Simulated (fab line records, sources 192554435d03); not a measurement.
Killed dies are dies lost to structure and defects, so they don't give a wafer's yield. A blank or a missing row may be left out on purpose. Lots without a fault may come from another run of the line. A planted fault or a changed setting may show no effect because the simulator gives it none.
Which tool did it? | flow n5_finfet | 10 lots, 28 wafers sampled, at 2 steps of a route of 1938

WHAT THE GAUGES READ, wafer by wafer
N5_HKMG_FIN_INSPECT_28: inspects for defects (darkfield).
lot  | measured    | on                | raw_defect_count
L493 | day 4 06:43 | defect_inspect-02 | 45 25 29
L495 | day 4 19:58 | defect_inspect-02 | 32 30 22
L497 | day 5 06:42 | defect_inspect-02 | 42 26 25
L500 | day 6 01:25 | defect_inspect-02 | 23 32 26
L501 | day 6 05:35 | defect_inspect-01 | 50 53 55
L502 | day 6 11:46 | defect_inspect-02 | 16 70 29
L503 | day 6 21:19 | defect_inspect-01 | 35 36
L506 | day 7 16:05 | defect_inspect-01 | 29 34
L513 | day 9 05:25 | defect_inspect-02 | 36 30 52
L514 | day 9 12:49 | defect_inspect-02 | 40 43 43

WHICH TOOL RAN EACH LOT (tool, then ch and the chambers of the sampled wafers, then the start)
lot  | N5_HKMG_FIN_ETCH_35
L493 | rie_diel-02 ch 0,1, day 4 02:28
L495 | rie_diel-06 ch 1,2,3, day 4 15:37
L497 | rie_diel-03 ch 0,1,2, day 5 02:34
L500 | rie_diel-06 ch 0,2,3, day 5 21:16
L501 | rie_diel-02 ch 0,1, day 6 01:29
L502 | rie_diel-03 ch 1,3, day 6 07:42
L503 | rie_diel-02 ch 1,2, day 6 16:59
L506 | rie_diel-03 ch 0,2, day 7 12:00
L513 | rie_diel-06 ch 0,1,2, day 9 01:17
L514 | rie_diel-02 ch 1,2,3, day 9 08:24
- N5_HKMG_FIN_ETCH_35: etches SOC in N2/H2, target depth 215.8 nm, time 243.4 s.

WHAT THE TOOLS THEMSELVES READ (means of the sampled wafers that have a number; where no wafer has one, the mark that the record gives instead)
N5_HKMG_FIN_ETCH_35.
lot  | tool        | drypump_motor_current_A (A) | oes_product_au (a.u.) | rf_fwd_power_W (W) | rf_vpp_V (V) | showerhead_plenum_p_Torr (Torr) | throttle_valve_pct (%)
L493 | rie_diel-02 | 5.7                         | 0.72                  | 2998               | 142.3        | 2.56                            | 17.82
L495 | rie_diel-06 | 5.6                         | 0.75                  | 2983               | 141.1        | 2.46                            | 17.94
L497 | rie_diel-03 | 5.6                         | 0.75                  | 2988               | 141.3        | 2.54                            | 17.91
L500 | rie_diel-06 | 5.8                         | 0.74                  | 2999               | 141.5        | 2.50                            | 17.90
L501 | rie_diel-02 | 5.7                         | 0.71                  | 2979               | 141.3        | 2.55                            | 17.84
L502 | rie_diel-03 | 5.5                         | 0.77                  | 2993               | 142.7        | 2.66                            | 17.83
L503 | rie_diel-02 | 5.7                         | 0.73                  | 2995               | 142.0        | 2.58                            | 17.98
L506 | rie_diel-03 | 5.8                         | 0.74                  | 2998               | 141.2        | 2.49                            | 17.96
L513 | rie_diel-06 | 5.8                         | 0.81                  | 2990               | 142.8        | 2.63                            | 17.95
L514 | rie_diel-02 | 5.6                         | 0.73                  | 2987               | 141.6        | 2.55                            | 18.11

THE ANSWER, worked out from the rows above alone
Rule: what is usual is taken from the lots themselves. Put in order of their means at a reading, lots are off if they are a third of the lots or fewer, leave a main group of 4 or more, and stand apart from it by a gap of 3 or more times the standard deviation of the main group's means; of several such gaps the widest counts. A main group whose means are all the same, to the digits that the tables above print for the reading, isn't used. A lot without any number at a reading at which 4 lots or more have one is off too. The other lots that the step has rows for count as sound. The gauges are gone through in route order, then the tools' own readings, and for those a lot's mean is taken as printed above. The first step at which some lot is off is used, and at that step the reading that is off furthest; a lot without a number counts as furthest.
No lot is off at any reading shown: from this, nothing can be told.

WHAT THE SIMULATOR HAD PUT IN
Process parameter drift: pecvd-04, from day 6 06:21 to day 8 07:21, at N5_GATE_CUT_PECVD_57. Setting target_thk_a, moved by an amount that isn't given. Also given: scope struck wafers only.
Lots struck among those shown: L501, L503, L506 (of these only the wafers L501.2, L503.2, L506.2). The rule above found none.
